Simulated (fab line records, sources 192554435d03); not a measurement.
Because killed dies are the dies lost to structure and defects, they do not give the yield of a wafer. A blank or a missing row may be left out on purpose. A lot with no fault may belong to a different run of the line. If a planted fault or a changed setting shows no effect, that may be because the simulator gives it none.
Matching of chambers    flow n5_finfet    N5_DUMMY_REMOVAL_HM_STRIP_01 on rie_diel-06 has 4 sister chambers
The step strips SiNx in CH3F/O2, stops on poly-Si, target depth 4 nm, time 6.8 s. 7 wafers are shown with their chamber, then 7 later ones without.

WAFERS PAIRED WITH THEIR CHAMBERS
wafer   chamber  throttle_valve_pct (%)  oes_product_au (a.u.)
L750.4  3        16.64                   0.58
L758.2  2        16.37                   0.63
L761.1  1        16.11                   0.80
L761.3  0        16.61                   0.59
L761.6  0        16.58                   0.60
L762.1  1        16.10                   0.79
L762.2  2        16.41                   0.63

WAFERS WITHOUT THEIR CHAMBER
wafer   throttle_valve_pct (%)  oes_product_au (a.u.)
L762.3  16.61                   0.59
L764.4  16.12                   0.76
L764.5  16.19                   0.79
L764.6  16.42                   0.62
L765.1  16.20                   0.78
L765.3  16.11                   0.76
L765.6  16.20                   0.79

CHAMBER TAKEN BY EACH
wafer    from the rows above       in truth
L762.3   can't be placed: 0 or 3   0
L764.4   1                         1
L764.5   1                         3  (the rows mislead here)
L764.6   2                         2
L765.1   1                         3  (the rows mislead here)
L765.3   1                         1
L765.6   1                         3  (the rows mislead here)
Correctly placed: 3 of 7. Not placeable from these rows: 1 (in 1, the candidates include the true chamber). Number placed wrongly: 3.
How it was worked out, from the rows above alone: a wafer's distance from a chamber is the root of the sum, over the readings, of the square of ((its reading less the chamber's mean) divided by the reading's scatter). The wafer belongs to the nearest chamber; if the next one is less than 2 further off, it can't be placed. The mean given for a chamber averages the wafers shown for that chamber. The scatter: the root of (the sum of the squares of (reading less its chamber's mean) over the shown wafers, divided by (wafers less chambers)).
